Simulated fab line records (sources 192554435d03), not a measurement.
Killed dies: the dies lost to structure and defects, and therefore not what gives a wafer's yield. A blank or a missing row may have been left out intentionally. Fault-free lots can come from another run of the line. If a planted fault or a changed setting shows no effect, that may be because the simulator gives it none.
fab line records -- flow n5Finfet
[record] lots = 24, wafers = 72, lastDay = 17
route steps=1938 shown BEOL_M14@1726 BEOL_M15@1783
lots that met no fault: from a run of the same line without faults
startH: hours from the record's opening day to when the first of the lot's shown wafers began -- waitH: hours from the lot's prior step to this one -- " the same as in the row above -- L1.1+2: several wafers, shown together as one row -- - no value, or no start was given -- * or withheld: withheld -- < > ~ a bound
route shown NAME@n: names a module that has steps shown in the file, with the first one's number in the route -- usual: the fault-free wafers' mean and standard deviation -- same: alike in all rows -- chamber/n: place in a boat -- sites: the reading at each site -- _std_site: their standard deviation -- _edge_site: outer sites' mean less inner sites' -- radiusMm: how far each site lies from the wafer's centre -- mask NAME#n: copy n -- behind: the most recent tool/chamber to have shaped the wafer -- hold: what put the lot on hold/how long, in hours/how the hold closed -- device: transistor that didn't switch, given as n, p or np -- end of line: the same wafers' tests at the end of the route -- step lacking rows: just its recipe -- killed: not the wafer's yield, but the dies lost to structure and defects at the first sort -- map: the dies of a wafer, with x for killed, . for not killed, _ for no die there
set.NAME: the setting as run; set.NAME@STEP: as run at that earlier step -- model.NAME: the simulator's own value behind a step, which no gauge read
the route's steps for a sample of lots (tables are steps, rows are wafers)
services: the hour from which a tool's chamber was out of use, counted from the record's first day as startH (under 0 if before that day), plus the number of hours and why
[[steps]]
[step N5_BEOL_M14_CD_MEAS_10]
[recipe] targetCdNm = 250, landingEnergyEv = 500, detector = seInlens, polarity = opening
[usual] cdNm = 249.9/1.3
lot.wafer,tool,chamber,startH,waitH,cdNm
L074.3,cdSem-01,0,229.78,-,248.4
L074.4,cdSem-01,0,229.78,-,248.4
L074.5,cdSem-01,0,229.78,-,248.0
L075.2,cdSem-01,0,248.11,-,251.2
L075.3,cdSem-01,0,248.11,-,251.7
L075.5,cdSem-01,0,248.11,-,250.5
L077.2,cdSem-03,0,249.82,-,249.7
L077.4,cdSem-03,0,249.82,-,251.3
L077.5,cdSem-03,0,249.82,-,250.4
L078.3,cdSem-03,0,250.44,-,249.4
L078.4,cdSem-03,0,250.44,-,248.0
L078.5,cdSem-03,0,250.44,-,249.2
L076.2,cdSem-02,0,250.85,-,250.6
L076.4,cdSem-02,0,250.85,-,250.9
L076.6,cdSem-02,0,250.85,-,251.3
L079.1,cdSem-03,0,266.59,-,250.8
L079.2,cdSem-03,0,266.59,-,250.2
L079.6,cdSem-03,0,266.59,-,250.7
L080.1,cdSem-03,0,277.64,-,251.3
L080.2,cdSem-03,0,277.64,-,249.4
L080.5,cdSem-03,0,277.64,-,250.1
L082.1,cdSem-01,0,277.68,-,250.1
L082.3,cdSem-01,0,277.68,-,249.7
L082.6,cdSem-01,0,277.68,-,249.2
L081.2,cdSem-02,0,283.26,-,249.0
L081.3,cdSem-02,0,283.26,-,249.5
L081.4,cdSem-02,0,283.26,-,251.0
L083.2,cdSem-03,0,287.48,-,251.1
L083.3,cdSem-03,0,287.48,-,250.2
L083.6,cdSem-03,0,287.48,-,250.0
L085.1,cdSem-01,0,303.56,-,247.2
L085.4,cdSem-01,0,303.56,-,247.4
L085.5,cdSem-01,0,303.56,-,247.5
L084.2,cdSem-01,0,306.44,-,251.2
L084.3,cdSem-01,0,306.44,-,250.8
L084.6,cdSem-01,0,306.44,-,249.3
L087.3,cdSem-01,0,311.84,-,249.3
L087.4,cdSem-01,0,311.84,-,248.5
L087.6,cdSem-01,0,311.84,-,247.3
L086.4,cdSem-03,0,323.92,-,252.0
L086.5,cdSem-03,0,323.92,-,250.9
L086.6,cdSem-03,0,323.92,-,250.2
L089.1,cdSem-03,0,324.28,-,249.0
L089.2,cdSem-03,0,324.28,-,249.7
L089.4,cdSem-03,0,324.28,-,249.5
L090.2,cdSem-03,0,325.45,-,251.3
L090.3,cdSem-03,0,325.45,-,248.4
L090.5,cdSem-03,0,325.45,-,250.3
L088.1,cdSem-01,0,325.77,-,251.3
L088.4,cdSem-01,0,325.77,-,250.6
L088.6,cdSem-01,0,325.77,-,251.3
L091.1,cdSem-01,0,341.66,-,248.7
L091.3,cdSem-01,0,341.66,-,249.3
L091.6,cdSem-01,0,341.66,-,249.3
L092.3,cdSem-03,0,345.24,-,249.0
L092.5,cdSem-03,0,345.24,-,249.1
L092.6,cdSem-03,0,345.24,-,250.7
L094.1,cdSem-03,0,353.14,-,249.1
L094.5,cdSem-03,0,353.14,-,249.3
L094.6,cdSem-03,0,353.14,-,249.8
L093.2,cdSem-02,0,358.82,-,250.4
L093.4,cdSem-02,0,358.82,-,250.9
L093.6,cdSem-02,0,358.82,-,250.2
L095.2,cdSem-01,0,363.01,-,250.6
L095.4,cdSem-01,0,363.01,-,250.3
L095.6,cdSem-01,0,363.01,-,249.3
L096.1,cdSem-03,0,364.09,-,250.9
L096.2,cdSem-03,0,364.09,-,251.8
L096.6,cdSem-03,0,364.09,-,251.1
L097.2,cdSem-01,0,383.59,-,249.7
L097.3,cdSem-01,0,383.59,-,250.7
L097.5,cdSem-01,0,383.59,-,250.7
[step N5_BEOL_M14_STRIP_64]
[recipe] chemistry = O2, powerW = 600, tempC = 60, pressureMtorr = 30, rfFrequencyHz = 6e+07, biasPowerW = 0, overashFraction = 0.3, o2FlowSccm = 225
[usual] drypumpMotorCurrentA = 6.0/0.52, oesProductAu = 0.80/0.079, rfVppV = 3.6/0.47, showerheadPlenumPTorr = 2.11/0.066, throttleValvePct = 16.66/0.3
[same] overashFraction = 0.3
lot.wafer,tool,chamber,startH,waitH,drypumpMotorCurrentA,oesProductAu,rfHoursCounterH,rfVppV,showerheadPlenumPTorr,throttleValvePct
L074.3,rieDiel-01,1,-,-,6.6,0.85,75,3.7,2.13,17.00
L074.4,rieDiel-01,3,-,-,5.1,0.71,232,4.2,1.99,16.79
L074.5,rieDiel-01,0,-,-,5.5,0.85,-,4.0,2.12,16.91
L075.2,rieDiel-01,1,-,-,6.6,0.83,82,3.4,2.13,17.00
L075.3,rieDiel-01,2,-,-,6.6,0.69,218,3.4,2.08,16.77
L075.5,rieDiel-01,1,-,-,6.6,0.83,-,3.1,2.13,17.01
L077.2,rieDiel-05,1,-,-,6.3,0.92,25,2.9,2.15,16.37
L077.4,rieDiel-05,2,-,-,6.6,0.74,179,3.5,2.09,16.74
L077.5,rieDiel-05,1,-,-,6.2,0.91,-,3.3,2.15,16.37
L078.3,rieDiel-05,1,-,-,6.3,0.91,25,4.0,2.15,16.38
L078.4,rieDiel-05,2,-,-,6.6,0.74,179,4.7,2.09,16.76
L078.5,rieDiel-05,1,-,-,6.3,0.92,-,4.0,2.15,16.37
L076.2,rieDiel-05,3,-,-,5.5,0.74,157,4.1,2.19,16.86
L076.4,rieDiel-05,0,-,-,5.6,0.80,113,3.2,2.02,16.54
L076.6,rieDiel-05,0,-,-,5.6,0.80,-,4.3,2.02,16.55
L079.1,rieDiel-01,1,-,-,6.6,0.82,89,3.7,2.13,17.02
L079.2,rieDiel-01,0,-,-,5.5,0.84,82,3.7,2.12,16.94
L079.6,rieDiel-01,0,-,-,5.5,0.83,-,3.1,2.12,16.93
L080.1,rieDiel-01,2,-,-,6.6,0.69,228,3.8,2.08,16.79
L080.2,rieDiel-01,0,-,-,5.4,0.84,87,3.9,2.12,16.94
L080.5,rieDiel-01,3,-,-,5.1,0.70,-,3.4,1.98,16.82
L082.1,rieDiel-05,3,-,-,5.6,0.74,165,3.6,2.19,16.89
L082.3,rieDiel-05,0,-,-,5.6,0.80,121,3.6,2.02,16.55
L082.6,rieDiel-05,2,-,-,6.6,0.74,-,3.3,2.08,16.74
L081.2,rieDiel-04,0,-,-,6.6,0.95,11,4.2,2.24,16.13
L081.3,rieDiel-04,2,-,-,5.8,0.85,34,3.8,2.14,16.19
L081.4,rieDiel-04,3,-,-,5.7,0.69,237,4.0,2.15,16.55
L083.2,rieDiel-04,2,-,-,5.8,0.86,36,3.4,2.14,16.17
L083.3,rieDiel-04,0,-,-,6.6,0.95,13,4.7,2.24,16.14
L083.6,rieDiel-04,0,-,-,6.6,0.96,-,3.3,2.24,16.14
L085.1,rieDiel-05,0,-,-,5.6,0.79,129,3.5,2.01,16.55
L085.4,rieDiel-05,2,-,-,6.6,0.72,197,4.0,2.08,16.80
L085.5,rieDiel-05,1,-,-,6.3,0.88,-,3.6,2.14,16.40
L084.2,rieDiel-05,2,-,-,6.6,0.73,199,3.9,2.08,16.78
L084.3,rieDiel-05,1,-,-,6.2,0.87,44,3.2,2.14,16.41
L084.6,rieDiel-05,1,-,-,6.3,0.88,-,3.2,2.14,16.42
L087.3,rieDiel-05,0,-,-,5.6,0.78,132,4.3,2.01,16.57
L087.4,rieDiel-05,2,-,-,6.6,0.72,201,3.6,2.08,16.80
L087.6,rieDiel-05,0,-,-,5.6,0.78,-,3.7,2.01,16.55
L086.4,rieDiel-01,2,-,-,6.6,0.67,247,3.2,2.07,16.83
L086.5,rieDiel-01,1,-,-,6.6,0.81,-,3.4,2.12,17.06
L086.6,rieDiel-01,0,-,-,5.5,0.82,-,3.6,2.11,16.98
L089.1,rieDiel-04,0,-,-,6.6,0.92,26,3.5,2.23,16.16
L089.2,rieDiel-04,2,-,-,5.8,0.84,49,3.2,2.13,16.21
L089.4,rieDiel-04,2,-,-,5.7,0.83,-,3.2,2.13,16.22
L090.2,rieDiel-04,2,-,-,5.7,0.85,50,3.4,2.13,16.22
L090.3,rieDiel-04,1,-,-,5.7,0.73,188,4.0,2.08,17.00
L090.5,rieDiel-04,0,-,-,6.6,0.93,-,4.2,2.23,16.16
L088.1,rieDiel-04,2,-,-,5.7,0.84,50,4.1,2.13,16.22
L088.4,rieDiel-04,0,-,-,6.6,0.91,-,3.4,2.23,16.16
L088.6,rieDiel-04,1,-,-,5.7,0.73,-,3.8,2.08,16.99
L091.1,rieDiel-04,1,-,-,5.7,0.71,196,3.1,2.07,16.99
L091.3,rieDiel-04,2,-,-,5.7,0.83,58,4.3,2.13,16.22
L091.6,rieDiel-04,1,-,-,5.7,0.72,-,3.3,2.07,16.99
L092.3,rieDiel-01,3,-,-,5.1,0.93,17,3.5,2.24,16.38
L092.5,rieDiel-01,3,-,-,5.1,0.93,-,3.6,2.24,16.39
L092.6,rieDiel-01,0,-,-,5.4,0.81,-,4.3,2.11,16.99
L094.1,rieDiel-05,1,-,-,6.3,0.85,61,2.5,2.13,16.44
L094.5,rieDiel-05,1,-,-,6.3,0.85,-,2.8,2.13,16.45
L094.6,rieDiel-05,2,-,-,6.6,0.72,-,3.2,2.08,16.81
L093.2,rieDiel-01,3,-,-,5.1,0.92,22,4.2,2.24,16.39
L093.4,rieDiel-01,2,-,-,6.6,0.97,2,3.6,2.07,16.34
L093.6,rieDiel-01,0,-,-,5.5,0.80,-,3.4,2.10,17.00
L095.2,rieDiel-05,1,-,-,6.3,0.85,64,4.0,2.13,16.45
L095.4,rieDiel-05,3,-,-,5.6,0.72,194,2.7,2.18,16.93
L095.6,rieDiel-05,0,-,-,5.6,0.76,-,4.8,2.01,16.60
L096.1,rieDiel-01,3,-,-,5.1,0.92,24,3.3,2.24,16.40
L096.2,rieDiel-01,1,-,-,6.6,0.80,125,3.2,2.12,17.09
L096.6,rieDiel-01,0,-,-,5.4,0.80,-,3.6,2.10,16.99
L097.2,rieDiel-05,0,-,-,5.6,0.75,158,2.9,2.00,16.63
L097.3,rieDiel-05,2,-,-,6.6,0.71,226,3.4,2.07,16.82
L097.5,rieDiel-05,2,-,-,6.6,0.71,-,4.4,2.07,16.83
[step N5_BEOL_M14_OCD_MEAS_35]
[usual] trenchDepthNm = 551/8.1
lot.wafer,tool,chamber,startH,waitH,trenchDepthNm
L074.3,ocd-02,-,231.75,0.0,550
L074.4,ocd-02,-,231.75,0.0,537
L074.5,ocd-02,-,231.75,0.0,536
L075.2,ocd-01,-,249.98,0.0,546
L075.3,ocd-01,-,249.98,0.0,539
L075.5,ocd-01,-,249.98,0.0,556
L077.2,ocd-01,-,251.39,0.0,542
L077.4,ocd-01,-,251.39,0.0,558
L077.5,ocd-01,-,251.39,0.0,543
L078.3,ocd-02,-,251.99,0.0,556
L078.4,ocd-02,-,251.99,0.0,553
L078.5,ocd-02,-,251.99,0.0,553
L076.2,ocd-01,-,252.56,0.0,547
L076.4,ocd-01,-,252.56,0.0,551
L076.6,ocd-01,-,252.56,0.0,552
L079.1,ocd-01,-,268.15,0.0,558
L079.2,ocd-01,-,268.15,0.0,549
L079.6,ocd-01,-,268.15,0.0,565
L080.1,ocd-01,-,279.39,0.0,543
L080.2,ocd-01,-,279.39,0.0,559
L080.5,ocd-01,-,279.39,0.0,558
L082.1,ocd-01,-,279.58,0.0,552
L082.3,ocd-01,-,279.58,0.0,552
L082.6,ocd-01,-,279.58,0.0,541
L081.2,ocd-02,-,284.93,0.0,551
L081.3,ocd-02,-,284.93,0.0,557
L081.4,ocd-02,-,284.93,0.0,555
L083.2,ocd-02,-,289.16,0.0,541
L083.3,ocd-02,-,289.16,0.0,554
L083.6,ocd-02,-,289.16,0.0,552
L085.1,ocd-01,-,305.70,0.0,541
L085.4,ocd-01,-,305.70,0.0,539
L085.5,ocd-01,-,305.70,0.0,539
L084.2,ocd-01,-,308.75,0.0,548
L084.3,ocd-01,-,308.75,0.0,561
L084.6,ocd-01,-,308.75,0.0,563
L087.3,ocd-02,-,313.51,0.0,562
L087.4,ocd-02,-,313.51,0.0,563
L087.6,ocd-02,-,313.51,0.0,546
L086.4,ocd-01,-,325.74,0.0,568
L086.5,ocd-01,-,325.74,0.0,564
L086.6,ocd-01,-,325.74,0.0,563
L089.1,ocd-01,-,326.21,0.0,543
L089.2,ocd-01,-,326.21,0.0,538
L089.4,ocd-01,-,326.21,0.0,549
L090.2,ocd-01,-,327.75,0.0,544
L090.3,ocd-01,-,327.75,0.0,550
L090.5,ocd-01,-,327.75,0.0,551
L088.1,ocd-01,-,328.11,0.0,564
L088.4,ocd-01,-,328.11,0.0,564
L088.6,ocd-01,-,328.11,0.0,564
L091.1,ocd-01,-,343.21,0.0,548
L091.3,ocd-01,-,343.21,0.0,551
L091.6,ocd-01,-,343.21,0.0,536
L092.3,ocd-02,-,346.84,0.0,554
L092.5,ocd-02,-,346.84,0.0,547
L092.6,ocd-02,-,346.84,0.0,552
L094.1,ocd-01,-,354.82,0.0,549
L094.5,ocd-01,-,354.82,0.0,548
L094.6,ocd-01,-,354.82,0.0,552
L093.2,ocd-02,-,360.44,0.0,553
L093.4,ocd-02,-,360.44,0.0,560
L093.6,ocd-02,-,360.44,0.0,560
L095.2,ocd-02,-,364.56,0.0,545
L095.4,ocd-02,-,364.56,0.0,542
L095.6,ocd-02,-,364.56,0.0,541
L096.1,ocd-01,-,365.76,0.0,562
L096.2,ocd-01,-,365.76,0.0,554
L096.6,ocd-01,-,365.76,0.0,553
L097.2,ocd-01,-,385.66,0.0,543
L097.3,ocd-01,-,385.66,0.0,544
L097.5,ocd-01,-,385.66,0.0,545
[step N5_BEOL_M14_SPUTTER_44]
[recipe] material = Ta, targetThkA = 150, tempC = 50, biasV = 80, powerW = 15000, chamberPressurePa = 0.07, timeS = 24.19
[usual] biasV = 79.9/0.78, throttleValvePct = 29.7/1.4
lot.wafer,tool,chamber,startH,waitH,biasV,throttleValvePct
L074.3,pvdSputter-01,-,232.97,0.0,78.6,29.5
L074.4,pvdSputter-01,-,232.97,0.0,80.4,26.8
L074.5,pvdSputter-01,-,232.97,0.0,81.1,26.8
L075.2,pvdSputter-03,-,252.95,0.0,79.6,29.2
L075.3,pvdSputter-03,-,252.95,0.0,80.2,31.2
L075.5,pvdSputter-03,-,252.95,0.0,80.1,29.0
L078.3,pvdSputter-01,-,253.18,0.0,80.6,30.3
L078.4,pvdSputter-01,-,253.18,0.0,79.6,29.7
L078.5,pvdSputter-01,-,253.18,0.0,80.7,30.3
L077.2,pvdSputter-03,-,253.27,0.0,80.1,29.2
L077.4,pvdSputter-03,-,253.27,0.0,79.6,30.5
L077.5,pvdSputter-03,-,253.27,0.0,80.1,31.2
L076.2,pvdSputter-03,-,253.59,0.0,79.8,30.8
L076.4,pvdSputter-03,-,253.59,0.0,80.3,29.3
L076.6,pvdSputter-03,-,253.59,0.0,79.6,31.1
L079.1,pvdSputter-02,-,268.77,0.0,80.5,30.6
L079.2,pvdSputter-02,-,268.77,0.0,80.8,29.3
L079.6,pvdSputter-02,-,268.77,0.0,80.5,29.5
L080.1,pvdSputter-03,-,281.32,0.0,81.3,30.4
L080.2,pvdSputter-03,-,281.32,0.0,79.3,30.9
L080.5,pvdSputter-03,-,281.32,0.0,78.6,31.1
L082.1,pvdSputter-01,-,281.35,0.0,81.4,26.9
L082.3,pvdSputter-01,-,281.35,0.0,79.0,29.7
L082.6,pvdSputter-01,-,281.35,0.0,81.1,30.6
L081.2,pvdSputter-01,-,286.96,0.0,80.4,26.9
L081.3,pvdSputter-01,-,286.96,0.0,79.5,29.7
L081.4,pvdSputter-01,-,286.96,0.0,79.9,27.7
L083.2,pvdSputter-03,-,290.65,0.0,80.2,31.2
L083.3,pvdSputter-03,-,290.65,0.0,80.5,29.0
L083.6,pvdSputter-03,-,290.65,0.0,80.8,31.0
L085.1,pvdSputter-01,-,306.71,0.0,81.0,27.4
L085.4,pvdSputter-01,-,306.71,0.0,80.3,30.3
L085.5,pvdSputter-01,-,306.71,0.0,80.0,30.4
L084.2,pvdSputter-01,-,309.44,0.0,79.6,30.8
L084.3,pvdSputter-01,-,309.44,0.0,80.2,26.7
L084.6,pvdSputter-01,-,309.44,0.0,80.9,27.5
L087.3,pvdSputter-02,-,314.67,0.0,80.6,30.5
L087.4,pvdSputter-02,-,314.67,0.0,80.4,30.8
L087.6,pvdSputter-02,-,314.67,0.0,80.3,30.8
L086.4,pvdSputter-02,-,328.76,0.0,80.8,29.5
L086.5,pvdSputter-02,-,328.76,0.0,78.5,30.8
L086.6,pvdSputter-02,-,328.76,0.0,80.0,30.6
L089.1,pvdSputter-01,-,328.89,0.0,79.8,27.5
L089.2,pvdSputter-01,-,328.89,0.0,80.1,30.3
L089.4,pvdSputter-01,-,328.89,0.0,80.3,29.7
L090.2,pvdSputter-01,-,329.97,0.0,78.8,27.7
L090.3,pvdSputter-01,-,329.97,0.0,80.1,29.9
L090.5,pvdSputter-01,-,329.97,0.0,80.1,29.7
L088.1,pvdSputter-02,-,331.38,0.0,80.2,29.2
L088.4,pvdSputter-02,-,331.38,0.0,79.1,30.8
L088.6,pvdSputter-02,-,331.38,0.0,79.1,29.5
L091.1,pvdSputter-01,-,345.83,0.0,79.8,26.4
L091.3,pvdSputter-01,-,345.83,0.0,79.3,27.8
L091.6,pvdSputter-01,-,345.83,0.0,79.8,26.6
L092.3,pvdSputter-02,-,351.52,0.0,80.1,29.3
L092.5,pvdSputter-02,-,351.52,0.0,79.6,30.5
L092.6,pvdSputter-02,-,351.52,0.0,78.6,29.4
L094.1,pvdSputter-02,-,356.20,0.0,79.9,30.7
L094.5,pvdSputter-02,-,356.20,0.0,78.8,29.7
L094.6,pvdSputter-02,-,356.20,0.0,79.1,30.5
L093.2,pvdSputter-01,-,361.78,0.0,79.7,26.8
L093.4,pvdSputter-01,-,361.78,0.0,80.5,27.6
L093.6,pvdSputter-01,-,361.78,0.0,80.9,27.5
L095.2,pvdSputter-03,-,368.74,0.0,79.5,31.1
L095.4,pvdSputter-03,-,368.74,0.0,80.8,29.3
L095.6,pvdSputter-03,-,368.74,0.0,79.9,31.2
L096.1,pvdSputter-01,-,369.63,0.0,80.6,30.2
L096.2,pvdSputter-01,-,369.63,0.0,80.2,27.6
L096.6,pvdSputter-01,-,369.63,0.0,79.8,27.9
L097.2,pvdSputter-02,-,386.18,0.0,79.2,30.7
L097.3,pvdSputter-02,-,386.18,0.0,80.0,30.8
L097.5,pvdSputter-02,-,386.18,0.0,79.8,29.3
[step N5_BEOL_M15_CD_MEAS_10]
[recipe] targetCdNm = 360, landingEnergyEv = 500, detector = seInlens, polarity = opening
[usual] cdNm = 360.3/1
lot.wafer,tool,chamber,startH,waitH,cdNm
L074.3,cdSem-03,0,234.94,-,360.6
L074.4,cdSem-03,0,234.94,-,360.0
L074.5,cdSem-03,0,234.94,-,362.0
L075.2,cdSem-02,0,254.68,-,360.2
L075.3,cdSem-02,0,254.68,-,360.3
L075.5,cdSem-02,0,254.68,-,360.0
L078.3,cdSem-03,0,255.04,-,359.1
L078.4,cdSem-03,0,255.04,-,359.4
L078.5,cdSem-03,0,255.04,-,359.6
L077.2,cdSem-03,0,255.20,-,361.3
L077.4,cdSem-03,0,255.20,-,359.6
L077.5,cdSem-03,0,255.20,-,360.4
L076.2,cdSem-01,0,255.46,-,359.4
L076.4,cdSem-01,0,255.46,-,361.4
L076.6,cdSem-01,0,255.46,-,361.7
L079.1,cdSem-02,0,270.64,-,361.7
L079.2,cdSem-02,0,270.64,-,361.2
L079.6,cdSem-02,0,270.64,-,360.2
L080.1,cdSem-03,0,284.72,-,359.9
L080.2,cdSem-03,0,284.72,-,359.6
L080.5,cdSem-03,0,284.72,-,358.0
L082.1,cdSem-01,0,284.77,-,358.0
L082.3,cdSem-01,0,284.77,-,360.8
L082.6,cdSem-01,0,284.77,-,359.5
L081.2,cdSem-03,0,288.71,-,359.8
L081.3,cdSem-03,0,288.71,-,361.0
L081.4,cdSem-03,0,288.71,-,361.3
L083.2,cdSem-01,0,292.61,-,362.5
L083.3,cdSem-01,0,292.61,-,360.0
L083.6,cdSem-01,0,292.61,-,358.9
L085.1,cdSem-01,0,309.17,-,360.9
L085.4,cdSem-01,0,309.17,-,359.8
L085.5,cdSem-01,0,309.17,-,360.4
L084.2,cdSem-03,0,311.17,-,359.5
L084.3,cdSem-03,0,311.17,-,360.0
L084.6,cdSem-03,0,311.17,-,358.7
L087.3,cdSem-01,0,316.42,-,359.6
L087.4,cdSem-01,0,316.42,-,360.4
L087.6,cdSem-01,0,316.42,-,360.6
L086.4,cdSem-03,0,330.45,-,359.9
L086.5,cdSem-03,0,330.45,-,360.1
L086.6,cdSem-03,0,330.45,-,361.1
L089.1,cdSem-03,0,331.12,-,360.9
L089.2,cdSem-03,0,331.12,-,358.6
L089.4,cdSem-03,0,331.12,-,359.4
L090.2,cdSem-03,0,332.08,-,360.9
L090.3,cdSem-03,0,332.08,-,360.6
L090.5,cdSem-03,0,332.08,-,360.9
L088.1,cdSem-02,0,333.23,-,359.2
L088.4,cdSem-02,0,333.23,-,358.5
L088.6,cdSem-02,0,333.23,-,358.5
L091.1,cdSem-02,0,347.68,-,360.2
L091.3,cdSem-02,0,347.68,-,360.6
L091.6,cdSem-02,0,347.68,-,361.2
L092.3,cdSem-02,0,353.48,-,359.5
L092.5,cdSem-02,0,353.48,-,358.8
L092.6,cdSem-02,0,353.48,-,360.6
L094.1,cdSem-02,0,358.08,-,360.5
L094.5,cdSem-02,0,358.08,-,361.3
L094.6,cdSem-02,0,358.08,-,360.9
L093.2,cdSem-02,0,364.56,-,360.8
L093.4,cdSem-02,0,364.56,-,361.1
L093.6,cdSem-02,0,364.56,-,360.3
L095.2,cdSem-01,0,370.91,-,360.5
L095.4,cdSem-01,0,370.91,-,359.8
L095.6,cdSem-01,0,370.91,-,361.3
L096.1,cdSem-01,0,371.79,-,360.3
L096.2,cdSem-01,0,371.79,-,358.6
L096.6,cdSem-01,0,371.79,-,359.5
L097.2,cdSem-01,0,389.38,-,360.9
L097.3,cdSem-01,0,389.38,-,360.1
L097.5,cdSem-01,0,389.38,-,361.2
[step N5_BEOL_M15_OVL_MEAS_11]
[recipe] pointsPerWafer = 44
[usual] V14_OVL = 0/5.7
lot.wafer,tool,chamber,startH,waitH,V14_OVL[nm]
L074.3,overlay-01,0,234.97,0.0,-1
L074.4,overlay-01,0,234.97,0.0,6
L074.5,overlay-01,0,234.97,0.0,-7
L075.2,overlay-02,0,254.71,0.0,-1
L075.3,overlay-02,0,254.71,0.0,-5
L075.5,overlay-02,0,254.71,0.0,-3
L078.3,overlay-02,0,255.06,0.0,-2
L078.4,overlay-02,0,255.06,0.0,1
L078.5,overlay-02,0,255.06,0.0,-6
L077.2,overlay-01,0,255.23,0.0,-8
L077.4,overlay-01,0,255.23,0.0,-13
L077.5,overlay-01,0,255.23,0.0,-1
L076.2,overlay-01,0,255.49,0.0,5
L076.4,overlay-01,0,255.49,0.0,8
L076.6,overlay-01,0,255.49,0.0,3
L079.1,overlay-02,0,270.67,0.0,-4
L079.2,overlay-02,0,270.67,0.0,-5
L079.6,overlay-02,0,270.67,0.0,-2
L080.1,overlay-02,0,284.75,0.0,6
L080.2,overlay-02,0,284.75,0.0,4
L080.5,overlay-02,0,284.75,0.0,5
L082.1,overlay-01,0,284.80,0.0,9
L082.3,overlay-01,0,284.80,0.0,3
L082.6,overlay-01,0,284.80,0.0,-2
L081.2,overlay-02,0,288.74,0.0,-2
L081.3,overlay-02,0,288.74,0.0,-2
L081.4,overlay-02,0,288.74,0.0,-3
L083.2,overlay-02,0,292.64,0.0,-5
L083.3,overlay-02,0,292.64,0.0,-5
L083.6,overlay-02,0,292.64,0.0,-7
L085.1,overlay-01,0,309.20,0.0,-6
L085.4,overlay-01,0,309.20,0.0,0
L085.5,overlay-01,0,309.20,0.0,-3
L084.2,overlay-01,0,311.20,0.0,3
L084.3,overlay-01,0,311.20,0.0,8
L084.6,overlay-01,0,311.20,0.0,5
L087.3,overlay-02,0,316.45,0.0,8
L087.4,overlay-02,0,316.45,0.0,4
L087.6,overlay-02,0,316.45,0.0,2
L086.4,overlay-01,0,330.48,0.0,10
L086.5,overlay-01,0,330.48,0.0,3
L086.6,overlay-01,0,330.48,0.0,2
L089.1,overlay-02,0,331.15,0.0,-1
L089.2,overlay-02,0,331.15,0.0,-5
L089.4,overlay-02,0,331.15,0.0,0
L090.2,overlay-01,0,332.11,0.0,1
L090.3,overlay-01,0,332.11,0.0,0
L090.5,overlay-01,0,332.11,0.0,-2
L088.1,overlay-02,0,333.26,0.0,9
L088.4,overlay-02,0,333.26,0.0,7
L088.6,overlay-02,0,333.26,0.0,7
L091.1,overlay-01,0,347.71,0.0,-4
L091.3,overlay-01,0,347.71,0.0,2
L091.6,overlay-01,0,347.71,0.0,-4
L092.3,overlay-02,0,353.51,0.0,-8
L092.5,overlay-02,0,353.51,0.0,-9
L092.6,overlay-02,0,353.51,0.0,3
L094.1,overlay-02,0,358.11,0.0,8
L094.5,overlay-02,0,358.11,0.0,13
L094.6,overlay-02,0,358.11,0.0,10
L093.2,overlay-02,0,364.59,0.0,2
L093.4,overlay-02,0,364.59,0.0,0
L093.6,overlay-02,0,364.59,0.0,8
L095.2,overlay-01,0,370.94,0.0,-3
L095.4,overlay-01,0,370.94,0.0,0
L095.6,overlay-01,0,370.94,0.0,-3
L096.1,overlay-01,0,371.82,0.0,-5
L096.2,overlay-01,0,371.82,0.0,-8
L096.6,overlay-01,0,371.82,0.0,-2
L097.2,overlay-01,0,389.41,0.0,11
L097.3,overlay-01,0,389.41,0.0,-4
L097.5,overlay-01,0,389.41,0.0,-1
[[services]]
tool,chamber,startH,hours,kind
rieDiel-04,2,210.03,5.3,repair
rieDiel-04,1,217.31,5.0,repair
rieDiel-01,3,221.31,4.5,repair
rieDiel-04,0,226.04,-,clean
rieDiel-04,0,226.04,-,consumableReplace:focusRing
rieDiel-04,0,226.04,-,consumableReplace:showerhead
rieDiel-04,0,226.04,31.1,scheduledDown
rieDiel-01,2,240.16,6.1,repair
rieDiel-04,1,265.61,2.8,repair
rieDiel-04,1,270.86,4.3,repair
rieDiel-01,3,279.36,-,clean
rieDiel-01,3,279.36,-,consumableReplace:focusRing
rieDiel-01,3,279.36,-,consumableReplace:showerhead
rieDiel-01,3,279.36,15.2,scheduledDown
rieDiel-01,3,279.36,15.2,ventCycle
rieDiel-04,3,283.85,4.2,repair
rieDiel-01,1,284.52,2.1,repair
rieDiel-04,2,298.45,3.9,repair
rieDiel-01,3,303.05,3.8,repair
rieDiel-01,2,331.60,-,clean
rieDiel-01,2,331.60,-,consumableReplace:focusRing
rieDiel-01,2,331.60,20.0,scheduledDown
rieDiel-01,2,331.60,20.0,ventCycle
pvdSputter-03,-,335.59,1.7,repair
[[key]]
fault none
